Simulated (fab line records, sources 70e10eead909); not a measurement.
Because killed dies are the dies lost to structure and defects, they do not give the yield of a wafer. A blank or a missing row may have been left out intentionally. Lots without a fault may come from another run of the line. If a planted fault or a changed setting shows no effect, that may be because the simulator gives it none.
What tool caused it?    flow nandHarc    6 lots with 18 wafers sampled at 2 steps, on a route of 1302 steps

WHAT THE GAUGES SHOWED, per wafer
NHARC_A_ONON_D2_THK_MEAS_14: measures by ellipsometry.
lot   measured      on            thkNm (nm)
L103  day 12 23:38  filmMetro-02  1001 1002 1000
L106  day 14 15:34  filmMetro-02  1006 1008 1007
L109  day 15 14:47  filmMetro-02  996 996 998
L111  day 17 07:59  filmMetro-02  1012 1011 1012
L119  day 19 18:01  filmMetro-02  697 698 699 697 698 699
L122  day 22 03:52  filmMetro-01  992 989 991

WHAT TOOL EACH LOT RAN ON (gives the tool, then ch and the chambers of the sampled wafers, and finally the start)
lot   NHARC_A_ONON_D2_DEP_12
L103  pecvdOnon-02 ch 0, day 12 23:15
L106  pecvdOnon-01 ch 0, day 14 15:11
L109  pecvdOnon-01 ch 0, day 15 14:17
L111  pecvdOnon-03 ch 0, day 17 07:29
L119  pecvdOnon-03 ch 0, day 19 17:30
L122  pecvdOnon-02 ch 0, day 22 03:28
- NHARC_A_ONON_D2_DEP_12: target thk 1000 nm.

THE ANSWER, worked out from the rows above alone
Rule: what is usual is taken from the lots themselves. The widest of any qualifying gaps counts: lots, ordered by their means at a reading, are off when they make up no more than a third of the lots, leave a main group of 4 or more, and stand apart from it by 3 or more times the standard deviation of that group's means. A main group is skipped when, at the precision printed for the reading in the tables above, its means are all equal. Also off: a lot with no number at a reading for which 4 or more lots have one. All remaining lots with rows at the step are treated as sound.
Off at NHARC_A_ONON_D2_THK_MEAS_14 (thkNm): L119. For the main group the mean is 1001 nm and the standard deviation 7.4.
A tool fits if, at a process step before that reading, it ran every lot that is off, and no sound lot after the first of them. Those tools and the gauges at NHARC_A_ONON_D2_THK_MEAS_14 are tried in the same way. This does not decide it: 2 tools fit, namely pecvdOnon-03 at NHARC_A_ONON_D2_DEP_12 and filmMetro-02 at NHARC_A_ONON_D2_THK_MEAS_14.

WHAT HAD BEEN PUT IN BY THE SIMULATOR
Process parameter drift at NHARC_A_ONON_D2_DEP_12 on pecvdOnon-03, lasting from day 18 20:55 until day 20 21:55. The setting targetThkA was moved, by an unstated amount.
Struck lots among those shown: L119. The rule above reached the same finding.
